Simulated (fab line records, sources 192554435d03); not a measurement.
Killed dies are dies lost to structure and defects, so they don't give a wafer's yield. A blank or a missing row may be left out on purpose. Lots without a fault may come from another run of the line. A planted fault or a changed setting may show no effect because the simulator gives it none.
A struck lot beside a sound one | flow n5_finfet | 21 steps out of a route of 1938
Sound: wafers L682.1, L682.2, L682.5. Struck: wafers L695.3, L695.5, L695.6. The cause comes at the end.
At each step with rows: each side's tool, then ch and its chambers, then its first start. Under that, the readings that differ: sound wafers | struck wafers | difference of the means | sigmas: that difference in standard deviations of wafers without a fault.
alike: readings whose means differ by less than 2 such deviations, and words and numbers that are the same on both sides. not compared: withheld readings, readings that some wafer has no value for, bounds like >300 that may hide the same value, and numbers for which the record gives no deviation and whose values overlap.
The two part at a step that has a row with sigmas, a row that says differs or no value, or rows on one side only. Numbers that don't overlap but have no deviation are shown without sigmas and don't part them. A reading that every wafer of one side lacks parts them only if that side has two wafers or more.

first, 8 steps without rows for these wafers: N5_BEOL_M12_COAT_58 (time 60 s, resist thk 89 nm); N5_BEOL_M12_COAT_04 (resist thk 400 nm); N5_BEOL_M12_EBR_06; N5_BEOL_M12_SOFTBAKE_05 (time 60 s); N5_BEOL_M12_EXPOSE_07 (exposes mask V11); N5_BEOL_M12_PEB_08 (peb time 90 s); N5_BEOL_M12_DEVELOP_09 (develop time 45 s); N5_BEOL_M12_HARDBAKE_14 (time 120 s).
N5_BEOL_M12_CD_MEAS_10: target cd 140 nm.
  sound on cd_sem-03 ch 0, day 11 17:29; struck on cd_sem-01 ch 0, day 15 12:31
  alike: cd_nm
N5_BEOL_M12_OVL_MEAS_11:
  sound on overlay-01 ch 0, day 11 17:31; struck on overlay-01 ch 0, day 15 12:33
  reading      | sound  | struck      | difference | sigmas
  V11_OVL (nm) | 0 3 -4 | -19 -20 -15 | -18        | -3
N5_BEOL_M12_INSPECT_12: inspects for defects (macro).
  sound on defect_inspect-01, day 11 17:32; struck on defect_inspect-01, day 15 12:37
  alike: raw_defect_count
N5_BEOL_M12_DESCUM_15: chemistry O2, time 7.9 s.
  sound on rie_diel-01 ch 1,3, day 11 17:34; struck on rie_diel-01 ch 0,2, day 15 12:49
  alike: drypump_motor_current_A, oes_product_au, rf_fwd_power_W, rf_vpp_V, showerhead_plenum_p_Torr, throttle_valve_pct
  not compared: rf_hours_counter_h
N5_BEOL_M12_ETCH_59: etches BARC in N2/H2, target depth 89 nm, overetch 26.7 nm, time 67.9 s.
  sound on rie_diel-01 ch 1,3, day 11 17:36; struck on rie_diel-01 ch 0,2, day 15 12:53
  reading                                    | sound           | struck            | difference | sigmas
  model.coat_of_BEOL_M12_COAT_04.thk_nm (nm) | 317.8 318.6 319 | 272.4 272.6 274.2 | -45.4      |
  alike: drypump_motor_current_A, oes_product_au, rf_fwd_power_W, rf_vpp_V, showerhead_plenum_p_Torr, throttle_valve_pct
  not compared: rf_hours_counter_h
N5_BEOL_M12_VIA_ETCH_16: etches SiOC in C4F8/O2/Ar, target depth 724.8 nm.
  sound on rie_diel-01 ch 1,3, day 11 17:40; struck on rie_diel-01 ch 0,2, day 15 13:01
  reading                                    | sound             | struck       | difference | sigmas
  model.coat_of_BEOL_M12_COAT_04.thk_nm (nm) | 123.4 122.8 122.2 | 84.6 79.6 83 | -40.4      |
  alike: drypump_motor_current_A, oes_product_au, rf_fwd_power_W, rf_vpp_V, showerhead_plenum_p_Torr, throttle_valve_pct
N5_BEOL_M12_STRIP_63: strips in N2/H2.
  sound on plasma_asher-01 ch 0,1, day 11 17:52; struck on plasma_asher-01 ch 0,1, day 15 13:14
  reading                      | sound          | struck         | difference | sigmas
  strip_time_to_endpoint_s (s) | 42.6 42.4 42.3 | 31.9 30.5 31.4 | -11.2      | -14
  alike: drypump_motor_current_A, heater_power_w, oes_product_au
  not compared: rf_hours_counter_h
N5_BEOL_M12_STRIP_64: strips in N2/H2.
  sound on plasma_asher-01 ch 0,1, day 11 17:55; struck on plasma_asher-01 ch 0,1, day 15 13:18
  alike: drypump_motor_current_A, heater_power_w, oes_product_au, strip_time_to_endpoint_s
  not compared: rf_hours_counter_h
then, 2 steps without rows for these wafers: N5_BEOL_M12_STRIP_71 (strips in post etch residue remover, time 60 s); N5_BEOL_M12_SRD_72 (time 30 s, dry time 30 s).
N5_BEOL_M12_CD_MEAS_17: target cd 140 nm.
  sound on cd_sem-03, day 11 18:04; struck on cd_sem-02, day 15 13:28
  reading    | sound             | struck            | difference | sigmas
  cd_nm (nm) | 140.0 139.3 142.4 | 150.9 148.5 150.5 | +9.4       | +6
then, 2 steps without rows for these wafers: N5_BEOL_M12_COAT_65 (time 60 s, resist thk 300 nm); N5_PASSIVATION_PROBE_49.

WHERE THEY PART
First at N5_BEOL_M12_OVL_MEAS_11; last, within this record, at N5_BEOL_M12_CD_MEAS_17.

WHY: what the simulator had put in
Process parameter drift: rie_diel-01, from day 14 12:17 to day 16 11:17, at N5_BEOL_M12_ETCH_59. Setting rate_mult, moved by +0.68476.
